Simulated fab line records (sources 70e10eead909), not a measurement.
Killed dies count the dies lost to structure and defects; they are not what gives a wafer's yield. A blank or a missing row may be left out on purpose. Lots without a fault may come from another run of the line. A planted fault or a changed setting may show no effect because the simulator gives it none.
Struck lot and sound lot, side by side :: flow nand_harc :: 21 out of 1302 route steps
Sound: these wafers, L158.2, L158.4, L158.6. Wafers struck: L154.2, L154.4, L154.6. The cause is given at the end.
Order at every step that has rows: each side's tool, ch and its chambers, its first start. Under that, the readings that differ: sound wafers :: struck wafers :: difference of the means :: sigmas: that difference in standard deviations of wafers without a fault.
alike: a reading whose means differ by less than 2 such deviations, as well as words and numbers matching on both sides. not compared: withheld readings; readings where some wafer has no value; bounds like >300 that might hide an equal value; numbers whose values overlap and for which the record gives no deviation.
The two part at a step that has a row with sigmas, a row that says differs or no value, or rows on one side only. When numbers do not overlap yet have no deviation, they are printed without sigmas and do not part them. A reading missing from all wafers of one side parts the sides only when that side holds two or more wafers.

NHARC_P_CONTACT_CVD_23: deposits W, target thk 200 nm, time 557 s.
  sound: cvd_w-01 ch 0; struck: cvd_w-02 ch 0,1
  alike: heater_power_w, throttle_valve_pct
NHARC_P_CONTACT_CMP_24: polishes, t overpolish 30 s, target thk 200 nm.
  sound on cmp-04 ch 0,1,3, day 12 08:26; struck on cmp-02 ch 0,3, day 10 07:14
  alike: motor_current_A, overpolish_run_s, time_to_endpoint_s
following that, these wafers have no rows for 1 step: NHARC_P_CONTACT_SRD_26.
NHARC_P_CONTACT_INSPECT_27:
  sound on defect_inspect-02, day 12 08:47; struck on defect_inspect-01, day 10 07:40
  alike: raw_defect_count
then, 7 steps without rows for these wafers: NHARC_P_M0_DEP_00 (deposits SiOC, target thk 150 nm); NHARC_P_M0_DEHYDRATE_01 (time 120 s); NHARC_P_M0_HMDS_02 (time 30 s); NHARC_P_M0_COAT_33 (time 65 s); NHARC_P_M0_COAT_03 (resist thk 90 nm); NHARC_P_M0_SOFTBAKE_04 (time 55 s); NHARC_P_M0_EBR_05.
NHARC_P_M0_EXPOSE_06: exposes mask P M0, target cd 90 nm.
  sound on arfi_scanner-02 ch 0, day 12 09:34; struck on arfi_scanner-01 ch 0, day 10 08:18
reading: exposure_dose_mJ_cm2
sound: 81.18 81.26 81.24
struck: 87.20 87.30 87.26
difference: +6.03
sigmas: +67

reading: focus_offset_nm (nm)
sound: 0.7 1.0 1.3
struck: -1.0 0.5 -0.1
difference: -1.2
sigmas: -2
  alike: mask
then, 2 steps without rows for these wafers: NHARC_P_M0_PEB_07 (peb time 65 s); NHARC_P_M0_DEVELOP_08 (develop time 35 s).
NHARC_P_M0_CD_MEAS_09: target cd 90 nm.
  sound on cd_sem-03 ch 0, day 12 09:42; struck on cd_sem-03 ch 0, day 10 08:26
reading: cd_nm (nm)
sound: 89.8 91.3 91.3
struck: 72.1 75.8 93.7
difference: -10.3
sigmas: -13
NHARC_P_M0_OVL_MEAS_10: pitch 180 nm.
  sound on overlay-02, day 12 09:47; struck on overlay-02, day 10 08:31
  alike: overlay_x_nm, overlay_y_nm
NHARC_P_M0_INSPECT_11:
  sound on defect_inspect-02, day 12 09:50; struck on defect_inspect-02, day 10 08:34
  alike: raw_defect_count
NHARC_P_M0_DESCUM_14: chemistry O2, time 3 s.
  sound on rie_diel-09 ch 0,2, day 12 09:59; struck on rie_diel-06 ch 1,3, day 10 08:38
  alike: drypump_motor_current_A, oes_product_au, rf_vpp_V, showerhead_plenum_p_Torr, throttle_valve_pct
  not compared: rf_hours_counter_h, model.P_M0.cd_nm
NHARC_P_M0_ETCH_34: etches the open film in N2/H2, target depth 40 nm, overetch 12 nm, time 43.94 s.
  sound on rie_diel-09 ch 1,3, day 12 10:05; struck on rie_diel-06 ch 1,3, day 10 08:44
  alike: drypump_motor_current_A, oes_product_au, rf_vpp_V, showerhead_plenum_p_Torr, throttle_valve_pct
  not compared: rf_hours_counter_h
NHARC_P_M0_ETCH_15: etches the open film in C4F8/Ar, target depth 150 nm, overetch 15 nm, time 82.5 s.
  sound: rie_diel-09 ch 0,1,3; struck: rie_diel-06 ch 0,1,3
  alike: oes_product_au, rf_vpp_V
  not compared: rf_hours_counter_h, model.P_M0.cd_nm
NHARC_P_M0_CD_MEAS_16:
  sound on cd_sem-02, day 12 10:21; struck on cd_sem-03, day 10 08:58
reading: cd_nm (nm)
sound: 88.2 91.3 90.7
struck: 72.4 76.5 93.7
difference: -9.2
sigmas: -8

WHERE THEY PART
Earliest at NHARC_P_M0_EXPOSE_06; latest, in this record, at NHARC_P_M0_CD_MEAS_16.

WHY: what the simulator had put in
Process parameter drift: arfi_scanner-01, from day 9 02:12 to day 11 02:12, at NHARC_P_M0_EXPOSE_06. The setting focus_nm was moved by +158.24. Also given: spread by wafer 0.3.
